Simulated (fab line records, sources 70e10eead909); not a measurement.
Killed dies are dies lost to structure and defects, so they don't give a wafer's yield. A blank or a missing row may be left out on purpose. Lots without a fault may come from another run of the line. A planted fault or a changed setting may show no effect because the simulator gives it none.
Chamber matching | flow nand_harc | NHARC_A_CHANNEL_FILL_D1_ALD_25 on ald_hk-02: 4 sister chambers
The step deposits SiOx, target thk 60 nm, pulse time 10 s, ald cycles 600. 8 wafers are shown with their chamber, then 11 later ones without.

WAFERS WITH THEIR CHAMBER
wafer  | chamber | heater_power_w (W) | heater_power_outer_w (W)
L082.1 | 2       | 437                | 236
L087.4 | 3       | 414                | 238
L087.2 | 1       | 488                | 269
L087.5 | 3       | 416                | 238
L085.3 | 0       | 354                | 203
L085.5 | 0       | 348                | 203
L085.6 | 1       | 494                | 266
L090.4 | 2       | 450                | 257

WAFERS WITHOUT THEIR CHAMBER
wafer  | heater_power_w (W) | heater_power_outer_w (W)
L090.3 | 346                | 206
L090.5 | 490                | 273
L091.2 | 446                | 257
L091.5 | 401                | 240
L091.6 | 458                | 252
L094.4 | 454                | 255
L094.1 | 365                | 208
L094.6 | 490                | 275
L095.3 | 504                | 265
L095.5 | 490                | 278
L095.6 | 449                | 257

WHICH CHAMBER EACH WENT THROUGH
wafer  | from the rows above | in truth
L090.3 | 0                   | 0
L090.5 | 1                   | 1
L091.2 | 2                   | 2
L091.5 | 3                   | 3
L091.6 | 2                   | 2
L094.4 | 2                   | 2
L094.1 | 0                   | 0
L094.6 | 1                   | 1
L095.3 | 1                   | 1
L095.5 | 1                   | 1
L095.6 | 2                   | 2
Placed correctly: 11 of 11. Can't be placed from these rows: 0. Placed wrongly: 0.
How it was worked out, from the rows above alone: a wafer's distance from a chamber is the root of the sum, over the readings, of the square of ((its reading less the chamber's mean) divided by the reading's scatter). The wafer belongs to the nearest chamber; if the next one is less than 2 further off, it can't be placed. A chamber's mean is the mean of its shown wafers. The scatter: the root of (the sum of the squares of (reading less its chamber's mean) over the shown wafers, divided by (wafers less chambers)).
